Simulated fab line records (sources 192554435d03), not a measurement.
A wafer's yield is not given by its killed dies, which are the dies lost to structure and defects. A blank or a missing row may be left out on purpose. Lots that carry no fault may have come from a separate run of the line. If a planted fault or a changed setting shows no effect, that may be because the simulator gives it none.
Code-filled problem report in 8D (eight disciplines) form    flow n5-finfet    the parts of the form that need people (team, actions taken, sign-off) are left out

1. WHAT WENT WRONG
IOFF_N_LONG at N5_BEOL_M4_RC_MEAS_101 reads a mean of 1.38e-04 nA/um on 3 wafers of 2 lots; wafers without a fault read 5.48e-05 nA/um with a standard deviation of 2.1e-06. That puts it +40 standard deviations away from the usual mean.
First observed at day 9 05:38: wafer L971.2, on prober-01. The record holds 24 wafers of 8 lots with a number at this step. Rule for "out" (also "out of limits"): further than 4 standard deviations from the usual mean. The rest of the wafers with a number are treated as sound.

2. WHAT IT IS, WHAT IT ISN'T
question                     is                                                                             is not
which readings at this step  IOFF_N_LONG, IOFF_N, IOFF_N_85C, IOFF_N_LIN, ION_N, VT_N, VT_N_LONG, VT_N_LVT  DIBL_N, DIBL_P, SS_N, SS_P
which lots                   L971, L976                                                                     L967, L979, L981, L982, L987, L988
which wafers of those lots   L971.2, L976.2, L976.4                                                         L971.3, L971.4, L976.3
read on which gauges         prober-01, prober-02                                                           -
when                         from day 9 05:38                                                               up to then (5 sound wafers); but 16 sound wafers of L976, L979, L981, L982, L987, L988 came after

3. THE SUSPECTS, EACH WITH WHAT RULES IT OUT
Counting: a tool at a process step up to the reading stays a suspect if it ran every lot that is out. Sound lots after the first of them don't rule it out here, since some wafers of a struck lot are sound.
- the gauge at N5_BEOL_M4_RC_MEAS_101: ruled out. The wafers that are out were read on 2 gauges (prober-01, prober-02).
- ald-metal-03 at N5_HKMG_FIN_ALD_91 (deposits TiN, target thk 1 nm, pulse time 1 s, purge time 3 s): kept. It processed each lot that is out (first: L971, day 5 13:28); up to then, its last sound lot is L967 (day 4 16:28).
- plasma-asher-02 at N5_HKMG_FIN_STRIP_88 (strips in N2/H2, time 360 s): kept. It processed each lot that is out (first: L971, day 5 14:03); up to then, its last sound lot is L967 (day 4 17:04).
- Within ald-metal-03 at N5_HKMG_FIN_ALD_91: the wafers that are out ran in chamber 1; their sound lot-mates ran in chambers 0, 2, 3.
What counting leaves: ald-metal-03 at N5_HKMG_FIN_ALD_91 and plasma-asher-02 at N5_HKMG_FIN_STRIP_88.

4. THE CAUSE (what the simulator had put in)
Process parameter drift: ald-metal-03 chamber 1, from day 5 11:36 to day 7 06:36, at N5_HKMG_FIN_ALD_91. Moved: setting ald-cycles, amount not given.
Counting left 2 suspects, and this tool is among them.

5. SEQUENCE OF EFFECTS, ordered by route
Rows list readings where the struck wafers' mean (over those with a number) sits beyond 3 standard deviations from the usual. Only readings whose record carries a usual standard deviation are examined. hours: median over the lots of the time between each lot's start at the first step of this table that gives one and its start at this step. sigmas: the change, counted in usual standard deviations.
hours  step                     reading               usual           on struck wafers  change     sigmas
0      N5_BEOL_M4_RC_MEAS_101   IOFF_N                0.163 nA/um     0.490             +0.327     +14
0      N5_BEOL_M4_RC_MEAS_101   IOFF_N_85C            3.2 nA/um       8.1               +4.9       +13
0      N5_BEOL_M4_RC_MEAS_101   IOFF_N_LIN            0.075 nA/um     0.225             +0.150     +17
0      N5_BEOL_M4_RC_MEAS_101   IOFF_N_LONG           5.48e-05 nA/um  1.38e-04          +8.30e-05  +40
0      N5_BEOL_M4_RC_MEAS_101   IOFF_P_LIN            0.102 nA/um     0.066             -0.036     -3.0
0      N5_BEOL_M4_RC_MEAS_101   ION_N                 673 uA/um       738               +65        +7.2
0      N5_BEOL_M4_RC_MEAS_101   VT_N                  249.8 mV        218.2             -31.6      -11
0      N5_BEOL_M4_RC_MEAS_101   VT_N_LONG             275.4 mV        244.5             -30.9      -18
0      N5_BEOL_M4_RC_MEAS_101   VT_N_LVT              98.5 mV         67.3              -31.2      -12
0      N5_BEOL_M4_RC_MEAS_101   VT_P                  -250 mV         -263              -13        -3.7
0      N5_BEOL_M4_RC_MEAS_101   VT_P_LONG             -275.5 mV       -286.2            -10.7      -3.6
0      N5_BEOL_M4_RC_MEAS_101   VT_P_LVT              -98.8 mV        -110.7            -11.9      -4.1
108    N5_PASSIVATION_PROBE_49  defect-limited-yield  91.2 %          83.8              -7.4       -5.3
108    N5_PASSIVATION_PROBE_49  killed-at-front-end   40              128               +88        +7.3
108    N5_PASSIVATION_PROBE_49  killed-dies           103             191               +88        +5.2
108    N5_PASSIVATION_PROBE_49  killed-on-rim         14              56                +42        +9.4
108    N5_PASSIVATION_PROBE_49  sort_bin_8_speed      0.00 %          0.48              +0.48      +69
108    N5_PASSIVATION_PROBE_49  sort-n-pass           1077            443               -634       -37
108    N5_PASSIVATION_PROBE_49  sort-yield-pct        91.2 %          37.6              -53.6      -38
Here are the process steps it includes:
- N5_PASSIVATION_PROBE_49

6. WHAT WOULD HAVE CAUGHT IT SOONER
In this record the first reading out of limits at a measuring or inspecting step was taken at day 9 05:38, 90 hours after the fault began at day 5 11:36.
Of the tool readings at N5_HKMG_FIN_ALD_91 for which the record gives a usual standard deviation, none was out on any struck wafer, so an alarm limit of 4 standard deviations on them would not have fired.
By day 9 05:38, every lot that is out (2) had started N5_HKMG_FIN_ALD_91 on ald-metal-03. None of them would have been spared by holding the tool at that moment.
